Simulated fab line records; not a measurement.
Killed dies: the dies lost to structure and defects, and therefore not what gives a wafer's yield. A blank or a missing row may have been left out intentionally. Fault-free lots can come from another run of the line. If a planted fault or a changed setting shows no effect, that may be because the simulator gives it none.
fab line records -- flow n5-finfet -- part 1 of 2: steps 1 to 8 of 9
[record] lots = 9, wafers = 25, last-day = 19
route steps=1938 shown BEOL_M4@1111 BEOL_M5@1116 PASSIVATION@1936
lots with no fault: from the same line, run without faults
start-h: hours from the record's opening day to when the first of the lot's shown wafers began -- wait-h: how many hours have passed since the lot's step before this one -- " identical to the entry in the row above -- L1.1+2: one row covering several wafers at once -- - no value, or no start given -- * or withheld: withheld -- < > ~ a bound
route shown NAME@n: a module of which the file shows steps, and the number in the route of the first -- usual: mean/standard deviation of fault-free wafers -- same: alike in all rows -- chamber/n: place in a boat -- sites: the reading at each site -- _std_site: the values' standard deviation -- _edge_site: the outer-site mean with the inner-site mean subtracted -- radius-mm: how far each site lies from the wafer's centre -- mask NAME#n: copy n -- behind: the most recent tool/chamber to have shaped the wafer -- hold: what put the lot on hold/how long, in hours/how the hold closed -- device: which transistor (n, p or np) failed to switch -- end of line: tests run on the same wafers once the route is complete -- a step without rows: its recipe alone -- killed: count of dies lost to structure and defects at first sort (not the wafer's yield) -- map: a wafer's dies, marking killed ones x, the rest . and places with no die _
set.NAME: the setting that was run; set.NAME@STEP: the one run at that earlier step -- model.NAME: the simulator's own value behind a step, which no gauge read
the route's steps for a sample of lots (tables are steps, rows are wafers)
services: from which hour (start-h, from the record's first day; less than 0 if before it) a tool's chamber was out of use, for how many hours, and why
[[steps]]
[step N5_BEOL_M4_RC_MEAS_101]
[usual] DIBL_N = 36.4/2.2, DIBL_P = 36.3/2.5, IOFF_N = 0.17/0.052, IOFF_P = 0.23/0.049, ION_N = 674/17, ION_P = 464/11, SS_N = 71.7/0.98, SS_P = 73.3/0.84, VT_N = 250/4, VT_P = -249/3.8
lot.wafer,tool,chamber,start-h,wait-h,DIBL_N[mV/V],DIBL_P[mV/V],IOFF_N[nA/um],IOFF_P[nA/um],ION_N[uA/um],ION_P[uA/um],SS_N[mV/dec],SS_P[mV/dec],VT_N[mV],VT_P[mV]
L419.2,prober-02,0,175.89,0.2,36.9,38.2,0.18,0.25,708,483,71.2,73.4,246,-246
L419.3,prober-02,0,175.89,0.2,40.0,41.8,0.23,0.32,704,487,72.4,75.1,245,-243
L419.5,prober-02,0,175.89,0.2,38.3,40.1,0.19,0.30,682,472,72.0,75.2,246,-245
L423.3,prober-01,0,233.47,0.3,35.7,36.6,0.16,0.28,683,483,71.7,73.1,250,-239
L423.6,prober-01,0,233.47,0.3,39.7,41.8,0.26,0.42,714,495,71.7,74.6,241,-238
L421.1,prober-02,0,239.10,0.0,37.6,38.8,0.21,0.33,691,477,71.3,73.8,246,-242
L421.5,prober-02,0,239.10,0.0,36.1,35.6,0.16,0.25,686,481,71.6,73.1,251,-244
L421.6,prober-02,0,239.10,0.0,33.2,33.2,0.12,0.21,656,464,70.8,72.4,256,-247
L428.1,prober-01,0,242.72,0.0,41.1,40.1,0.28,0.34,689,468,73.3,74.4,242,-240
L428.2,prober-01,0,242.72,0.0,36.0,35.0,0.16,0.24,667,465,70.9,72.9,248,-247
L428.5,prober-01,0,242.72,0.0,35.1,33.7,0.13,0.20,650,453,71.6,72.8,251,-249
L435.1,prober-01,0,321.84,0.0,38.8,38.8,0.24,0.27,700,478,71.9,74.3,243,-243
L435.2,prober-01,0,321.84,0.0,38.0,36.3,0.21,0.22,649,447,73.6,74.4,248,-251
L435.4,prober-01,0,321.84,0.0,38.1,37.9,0.20,0.25,688,467,72.5,73.7,245,-247
L437.3,prober-02,0,323.89,0.3,38.8,39.7,0.20,0.27,694,471,71.7,74.4,244,-250
L437.4,prober-02,0,323.89,0.3,33.4,32.7,0.10,0.15,650,455,70.5,72.4,257,-254
L437.5,prober-02,0,323.89,0.3,33.9,33.5,0.11,0.17,648,448,70.8,72.1,254,-252
L439.1,prober-01,0,326.37,0.0,33.2,33.6,0.11,0.17,667,459,70.6,71.8,252,-249
L439.2,prober-01,0,326.37,0.0,37.1,37.4,0.18,0.23,695,472,72.1,72.9,244,-244
L439.5,prober-01,0,326.37,0.0,35.7,35.1,0.15,0.18,659,451,70.6,72.5,251,-252
L441.3,prober-01,0,348.84,0.3,35.3,35.1,0.15,0.21,679,470,71.6,73.5,252,-248
L441.5,prober-01,0,348.84,0.3,37.2,37.3,0.19,0.24,687,470,71.8,73.9,247,-249
L441.6,prober-01,0,348.84,0.3,32.0,30.7,0.11,0.16,676,470,69.8,72.2,255,-253
L442.1,prober-01,0,349.46,0.7,33.5,34.5,0.12,0.19,652,459,71.2,72.9,255,-249
L442.4,prober-01,0,349.46,0.7,34.1,34.9,0.14,0.20,674,470,70.4,71.8,248,-249
[step N5_BEOL_M5_HM_DEP_02]
[recipe] material = TiN, target-thk-a = 200, temp-c = 25, chamber-pressure-pa = 0.49996
[usual] substrate-temp-c = 25.00/0.11, throttle-valve-pct = 30.0/1.4
lot.wafer,tool,chamber,start-h,wait-h,substrate-temp-c,throttle-valve-pct
L419.2,pvd-sputter-03,-,178.57,1.2,25.07,28.9
L419.3,pvd-sputter-03,-,178.57,1.2,25.17,28.9
L419.5,pvd-sputter-03,-,178.57,1.2,25.04,28.9
L423.3,pvd-sputter-02,-,235.22,0.5,24.94,31.4
L423.6,pvd-sputter-02,-,235.22,0.5,25.22,31.4
L421.1,pvd-sputter-01,-,241.92,0.7,25.01,30.8
L421.5,pvd-sputter-01,-,241.92,0.7,24.93,32.9
L421.6,pvd-sputter-01,-,241.92,0.7,25.12,28.2
L428.1,pvd-sputter-01,-,245.14,0.8,25.00,32.9
L428.2,pvd-sputter-01,-,245.14,0.8,24.94,31.0
L428.5,pvd-sputter-01,-,245.14,0.8,24.80,28.2
L435.1,pvd-sputter-01,-,325.31,1.9,25.06,32.8
L435.2,pvd-sputter-01,-,325.31,1.9,25.05,31.2
L435.4,pvd-sputter-01,-,325.31,1.9,25.03,32.6
L437.3,pvd-sputter-01,-,325.57,0.4,24.98,30.9
L437.4,pvd-sputter-01,-,325.57,0.4,24.89,31.2
L437.5,pvd-sputter-01,-,325.57,0.4,25.13,32.6
L439.1,pvd-sputter-02,-,328.94,0.9,24.97,31.5
L439.2,pvd-sputter-02,-,328.94,0.9,24.90,28.9
L439.5,pvd-sputter-02,-,328.94,0.9,25.07,30.2
L441.3,pvd-sputter-02,-,351.08,1.0,25.12,29.0
L441.5,pvd-sputter-02,-,351.08,1.0,24.81,31.2
L441.6,pvd-sputter-02,-,351.08,1.0,25.04,31.4
L442.1,pvd-sputter-02,-,352.40,1.3,24.99,28.9
L442.4,pvd-sputter-02,-,352.40,1.3,25.01,31.5
[step N5_BEOL_M5_DESCUM_16]
[recipe] chemistry = O2, time-s = 7, source-power-w = 50, bias-power-w = 20, pressure-mtorr = 20, rf-frequency-hz = 2.712e+07, temp-c = 40, resist = CAR-EUV, o2-flow-sccm = 225
[usual] drypump-motor-current-A = 5.79/0.26, oes-product-au = 0.78/0.079, rf-vpp-V = 242.9/1.3, showerhead-plenum-p-Torr = 2.07/0.059, throttle-valve-pct = 20.3/0.31
lot.wafer,tool,chamber,start-h,wait-h,drypump-motor-current-A,oes-product-au,rf-hours-counter-h,rf-vpp-V,showerhead-plenum-p-Torr,throttle-valve-pct
L419.2,rie-diel-01,3,179.14,0.1,5.86,0.95,1,242.5,2.11,19.8
L419.3,rie-diel-01,0,179.14,0.1,5.64,0.83,65,241.8,2.05,20.0
L419.5,rie-diel-01,3,179.14,0.1,5.85,0.96,-,244.4,2.11,19.8
L423.3,rie-diel-06,1,235.86,0.0,6.23,0.72,224,241.6,1.97,20.2
L423.6,rie-diel-06,2,235.86,0.0,6.00,0.75,-,241.4,2.03,20.7
L421.1,rie-diel-01,2,242.55,0.0,5.67,0.68,225,243.7,2.15,20.6
L421.5,rie-diel-01,3,242.55,0.0,5.86,0.88,-,244.5,2.11,19.8
L421.6,rie-diel-01,2,242.55,0.0,5.67,0.69,-,244.7,2.15,20.6
L428.1,rie-diel-01,2,245.65,0.0,5.66,0.70,226,244.0,2.15,20.6
L428.2,rie-diel-01,0,245.65,0.0,5.65,0.81,88,243.3,2.04,20.0
L428.5,rie-diel-01,3,245.65,0.0,5.86,0.89,-,243.4,2.11,19.8
L435.1,rie-diel-06,0,326.00,0.2,5.88,0.72,186,243.6,2.14,20.4
L435.2,rie-diel-06,3,326.00,0.2,5.40,0.80,88,244.7,2.17,20.3
L435.4,rie-diel-06,1,326.00,0.2,6.26,0.71,247,242.5,1.96,20.2
L437.3,rie-diel-01,0,326.20,0.1,5.67,0.77,114,242.6,2.03,20.1
L437.4,rie-diel-01,0,326.20,0.1,5.66,0.77,-,243.8,2.03,20.1
L437.5,rie-diel-01,1,326.20,0.1,6.14,0.79,-,244.2,2.08,20.3
L439.1,rie-diel-01,0,329.58,0.0,5.65,0.77,116,242.3,2.03,20.1
L439.2,rie-diel-01,1,329.58,0.0,6.10,0.78,109,243.9,2.08,20.3
L439.5,rie-diel-01,3,329.58,0.0,5.86,0.84,-,244.2,2.10,19.9
L441.3,rie-diel-05,0,352.02,0.3,5.74,0.69,234,242.9,2.06,20.6
L441.5,rie-diel-05,0,352.02,0.3,5.74,0.70,-,243.1,2.06,20.6
L441.6,rie-diel-05,1,352.02,0.3,5.18,0.67,-,242.5,1.99,20.9
L442.1,rie-diel-01,0,353.05,0.2,5.66,0.77,124,242.5,2.03,20.1
L442.4,rie-diel-01,3,353.05,0.2,5.86,0.83,-,243.0,2.09,19.9
[step N5_BEOL_M5_STRIP_64]
[recipe] chemistry = CF4, resist = SiARC, power-w = 300, bias-power-w = 75, pressure-mtorr = 50, cf4-flow-sccm = 150, rf-frequency-hz = 6e+07
[usual] drypump-motor-current-A = 5.79/0.26, oes-product-au = 0.78/0.076, rf-vpp-V = 270.9/1.4, showerhead-plenum-p-Torr = 1.78/0.055, throttle-valve-pct = 13.51/0.25
lot.wafer,tool,chamber,start-h,wait-h,drypump-motor-current-A,oes-product-au,rf-hours-counter-h,rf-vpp-V,showerhead-plenum-p-Torr,throttle-valve-pct
L419.2,rie-diel-01,3,179.35,0.0,5.86,0.96,1,273.1,1.85,13.17
L419.3,rie-diel-01,0,179.35,0.0,5.65,0.83,65,270.3,1.74,13.09
L419.5,rie-diel-01,3,179.35,0.0,5.85,0.97,-,270.4,1.85,13.19
L423.3,rie-diel-06,1,236.07,0.0,6.25,0.72,224,268.6,1.71,13.53
L423.6,rie-diel-06,2,236.07,0.0,6.02,0.73,-,270.6,1.73,13.66
L421.1,rie-diel-01,2,242.76,0.0,5.66,0.70,226,273.8,1.82,13.78
L421.5,rie-diel-01,3,242.76,0.0,5.86,0.89,-,269.9,1.84,13.20
L421.6,rie-diel-01,2,242.76,0.0,5.65,0.69,-,271.9,1.82,13.79
L428.1,rie-diel-01,2,245.86,0.0,5.65,0.69,226,273.2,1.82,13.79
L428.2,rie-diel-01,0,245.86,0.0,5.67,0.79,88,270.2,1.73,13.16
L428.5,rie-diel-01,3,245.86,0.0,5.86,0.89,-,271.0,1.84,13.22
L435.1,rie-diel-06,0,326.21,0.0,5.86,0.72,186,272.6,1.85,13.71
L435.2,rie-diel-06,3,326.21,0.0,5.42,0.78,88,273.1,1.90,13.71
L435.4,rie-diel-06,1,326.21,0.0,6.24,0.70,247,267.2,1.71,13.60
L437.3,rie-diel-01,0,326.40,0.0,5.64,0.78,114,271.0,1.73,13.22
L437.4,rie-diel-01,0,326.40,0.0,5.65,0.78,-,269.8,1.73,13.22
L437.5,rie-diel-01,1,326.40,0.0,6.13,0.78,-,270.6,1.78,13.50
L439.1,rie-diel-01,0,329.78,0.0,5.63,0.77,116,269.4,1.73,13.22
L439.2,rie-diel-01,1,329.78,0.0,6.10,0.79,109,269.0,1.78,13.51
L439.5,rie-diel-01,3,329.78,0.0,5.84,0.84,-,271.5,1.83,13.30
L441.3,rie-diel-05,0,352.23,0.0,5.76,0.70,235,270.6,1.76,13.87
L441.5,rie-diel-05,0,352.23,0.0,5.74,0.69,-,271.6,1.76,13.84
L441.6,rie-diel-05,1,352.23,0.0,5.20,0.69,-,268.0,1.71,14.02
L442.1,rie-diel-01,0,353.26,0.0,5.68,0.77,124,269.1,1.72,13.26
L442.4,rie-diel-01,3,353.26,0.0,5.85,0.83,-,270.8,1.83,13.30
[step N5_BEOL_M5_CD_MEAS_18]
[recipe] pitch-nm = 56, target-cd-nm = 28
[usual] cd-nm = 27.9/0.37
lot.wafer,tool,chamber,start-h,wait-h,cd-nm
L419.2,cd-sem-01,-,179.58,0.1,28.0
L419.3,cd-sem-01,-,179.58,0.1,28.6
L419.5,cd-sem-01,-,179.58,0.1,28.0
L423.3,cd-sem-01,-,236.37,0.1,27.3
L423.6,cd-sem-01,-,236.37,0.1,27.8
L421.1,cd-sem-03,-,242.98,0.0,28.5
L421.5,cd-sem-03,-,242.98,0.0,27.8
L421.6,cd-sem-03,-,242.98,0.0,27.7
L428.1,cd-sem-02,-,246.08,0.0,27.8
L428.2,cd-sem-02,-,246.08,0.0,28.4
L428.5,cd-sem-02,-,246.08,0.0,27.9
L435.1,cd-sem-01,-,326.49,0.0,26.8
L435.2,cd-sem-01,-,326.49,0.0,27.7
L435.4,cd-sem-01,-,326.49,0.0,27.6
L437.3,cd-sem-02,-,326.79,0.1,28.4
L437.4,cd-sem-02,-,326.79,0.1,27.9
L437.5,cd-sem-02,-,326.79,0.1,28.4
L439.1,cd-sem-02,-,330.01,0.0,28.0
L439.2,cd-sem-02,-,330.01,0.0,27.8
L439.5,cd-sem-02,-,330.01,0.0,28.3
L441.3,cd-sem-01,-,352.58,0.1,27.7
L441.5,cd-sem-01,-,352.58,0.1,27.6
L441.6,cd-sem-01,-,352.58,0.1,28.3
L442.1,cd-sem-01,-,353.59,0.1,28.0
L442.4,cd-sem-01,-,353.59,0.1,27.9
[step N5_BEOL_M5_VIA_ETCH_34]
[recipe] chemistry = C4F6/O2, target = SiCOH_lowk, target-depth-a = 883, mask-material = SOC, taper-deg = 4, time-s = 39.2, ion-energy-ev = 250, pressure-mtorr = 30, source-w = 345, bias-w = 185, Ar_flow_sccm = 300, C4F6_flow_sccm = 10, O2_flow_sccm = 10
[usual] drypump-motor-current-A = 5.73/0.27, oes-product-au = 0.78/0.079, rf-vpp-V = 659/13, showerhead-plenum-p-Torr = 2.83/0.11, throttle-valve-pct = 20.87/0.23
lot.wafer,tool,chamber,start-h,wait-h,drypump-motor-current-A,oes-product-au,rf-hours-counter-h,rf-vpp-V,showerhead-plenum-p-Torr,throttle-valve-pct
L419.2,rie-diel-06,1,182.08,0.0,6.26,0.74,210,639,2.71,20.66
L419.3,rie-diel-06,2,182.08,0.0,6.00,0.74,124,643,2.73,20.84
L419.5,rie-diel-06,1,182.08,0.0,6.27,0.75,-,639,2.71,20.66
L423.3,rie-diel-01,2,237.71,0.0,5.67,0.70,224,655,2.93,21.13
L423.6,rie-diel-01,0,237.71,0.0,5.66,0.81,-,660,2.78,20.50
L421.1,rie-diel-01,3,244.87,0.0,5.84,0.90,19,640,2.92,20.56
L421.5,rie-diel-01,0,244.87,0.0,5.67,0.79,-,659,2.78,20.48
L421.6,rie-diel-01,2,244.87,0.0,5.66,0.69,-,655,2.93,21.14
L428.1,rie-diel-05,1,247.24,0.0,5.18,0.71,193,670,2.70,21.13
L428.2,rie-diel-05,0,247.24,0.0,5.78,0.72,205,652,2.80,20.91
L428.5,rie-diel-05,0,247.24,0.0,5.80,0.71,-,652,2.80,20.90
L435.1,rie-diel-06,0,328.54,0.0,5.89,0.27,186,675,2.97,20.96
L435.2,rie-diel-06,2,328.54,0.0,6.02,0.72,161,640,2.71,20.88
L435.4,rie-diel-06,1,328.54,0.0,6.26,0.27,247,639,2.69,20.57
L437.3,rie-diel-05,3,328.87,0.0,5.77,0.81,129,665,2.75,20.57
L437.4,rie-diel-05,2,328.87,0.0,5.64,0.94,15,648,2.79,20.87
L437.5,rie-diel-05,1,328.87,0.0,5.19,0.27,-,668,2.69,21.03
L439.1,rie-diel-05,2,330.94,0.0,5.65,0.92,16,648,2.79,20.87
L439.2,rie-diel-05,3,330.94,0.0,5.75,0.79,129,666,2.74,20.54
L439.5,rie-diel-05,3,330.94,0.0,5.75,0.79,-,666,2.74,20.56
L441.3,rie-diel-06,3,353.30,0.0,5.44,0.78,98,671,3.00,21.03
L441.5,rie-diel-06,0,353.30,0.0,5.90,0.71,-,675,2.96,21.12
L441.6,rie-diel-06,3,353.30,0.0,5.42,0.78,-,672,3.00,21.03
L442.1,rie-diel-05,0,356.30,0.0,5.75,0.69,236,652,2.79,20.95
L442.4,rie-diel-05,1,356.30,0.0,5.18,0.68,224,670,2.69,21.16
[step N5_BEOL_M5_OCD_MEAS_38]
[usual] trench-depth-nm = 71.1/1.3
lot.wafer,tool,chamber,start-h,wait-h,trench-depth-nm
L419.2,ocd-02,-,182.32,-,72.6
L419.3,ocd-02,-,182.32,-,70.4
L419.5,ocd-02,-,182.32,-,72.6
L423.3,ocd-01,-,237.95,-,71.2
L423.6,ocd-01,-,237.95,-,71.1
L421.1,ocd-02,-,245.11,-,71.7
L421.5,ocd-02,-,245.11,-,69.6
L421.6,ocd-02,-,245.11,-,70.6
L428.1,ocd-02,-,247.48,-,69.3
L428.2,ocd-02,-,247.48,-,70.1
L428.5,ocd-02,-,247.48,-,70.5
L435.1,ocd-01,-,328.77,-,-
L435.2,ocd-01,-,328.77,-,72.3
L435.4,ocd-01,-,328.77,-,0
L437.3,ocd-02,-,329.11,-,72.9
L437.4,ocd-02,-,329.11,-,70.5
L437.5,ocd-02,-,329.11,-,-
L439.1,ocd-01,-,331.18,-,70.6
L439.2,ocd-01,-,331.18,-,73.3
L439.5,ocd-01,-,331.18,-,72.5
L441.3,ocd-01,-,353.55,-,71.3
L441.5,ocd-01,-,353.55,-,70.8
L441.6,ocd-01,-,353.55,-,71.5
L442.1,ocd-02,-,356.54,-,70.4
L442.4,ocd-02,-,356.54,-,69.6
[step N5_BEOL_M5_CD_MEAS_35]
[recipe] target-cd-nm = 28, target-cd-y-nm = 24, polarity = opening
[usual] cd-nm = 27.9/0.42
lot.wafer,tool,chamber,start-h,wait-h,cd-nm
L419.2,cd-sem-01,-,182.47,0.0,28.0
L419.3,cd-sem-01,-,182.47,0.0,28.7
L419.5,cd-sem-01,-,182.47,0.0,27.8
L423.3,cd-sem-03,-,238.10,0.0,27.0
L423.6,cd-sem-03,-,238.10,0.0,28.1
L421.1,cd-sem-02,-,245.26,0.0,28.3
L421.5,cd-sem-02,-,245.26,0.0,27.7
L421.6,cd-sem-02,-,245.26,0.0,27.6
L428.1,cd-sem-03,-,247.63,0.0,27.9
L428.2,cd-sem-03,-,247.63,0.0,28.2
L428.5,cd-sem-03,-,247.63,0.0,27.5
L435.1,cd-sem-02,-,328.93,0.0,-
L435.2,cd-sem-02,-,328.93,0.0,27.4
L435.4,cd-sem-02,-,328.93,0.0,-
L437.3,cd-sem-01,-,329.26,0.0,28.3
L437.4,cd-sem-01,-,329.26,0.0,28.2
L437.5,cd-sem-01,-,329.26,0.0,-
L439.1,cd-sem-02,-,331.34,0.0,28.6
L439.2,cd-sem-02,-,331.34,0.0,28.5
L439.5,cd-sem-02,-,331.34,0.0,28.0
L441.3,cd-sem-01,-,353.70,0.0,27.7
L441.5,cd-sem-01,-,353.70,0.0,27.0
L441.6,cd-sem-01,-,353.70,0.0,28.1
L442.1,cd-sem-03,-,356.70,0.0,27.7
L442.4,cd-sem-03,-,356.70,0.0,27.9
[[key]]
[first-sign] step = N5_BEOL_M5_VIA_ETCH_34, reading = oes-product-au, direction = down, sigmas = 6.5, usual = 0.78, struck = 0.27
[effect] step = N5_BEOL_M5_OCD_MEAS_38, reading = trench-depth-nm, direction = missing
[effect] step = N5_BEOL_M5_CD_MEAS_35, reading = cd-nm, direction = missing
[effect] step = N5_PASSIVATION_PROBE_49, reading = killed_at_M4_up, direction = up, sigmas = 99+, usual = 14, struck = 1092
[more-kills-born-at] N5_BEOL_M5_HM_OPEN_17@rie-metal-02 = 2147, N5_BEOL_M5_HM_OPEN_17@rie-metal-01 = 1088
met-at N5_BEOL_M5_HM_DEP_02
struck-lots L435,L437
struck-wafers L435.1,L435.4,L437.5
later-rows-left-out L435.1,L435.4,L437.5
[baseline-loss] step = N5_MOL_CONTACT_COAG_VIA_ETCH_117, wafers = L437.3
[baseline-loss] step = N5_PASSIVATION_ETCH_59, wafers = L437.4
not-acting-at N5_BEOL_M5_DESCUM_16,N5_BEOL_M5_STRIP_64,N5_BEOL_M5_CD_MEAS_18
onset-between 245.14 325.31
[fault] kind = process-parameter-drift, tool = pvd-sputter-01, chamber = -, onset-h = 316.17, steps = N5_BEOL_M5_HM_DEP_02, channel = target-thk-a, offset = *, shape = step, end-h = 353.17, acts-in = *, stated = *, scope = struck-wafers-only
// later-rows-left-out: the simulator's readings of these wafers behind a module that went badly wrong aren't trusted and aren't shown, but for the sort
// baseline-loss: these wafers lose ten dies or more at that step, a loss of the line's own and not of a fault; the sort's usual values leave them out
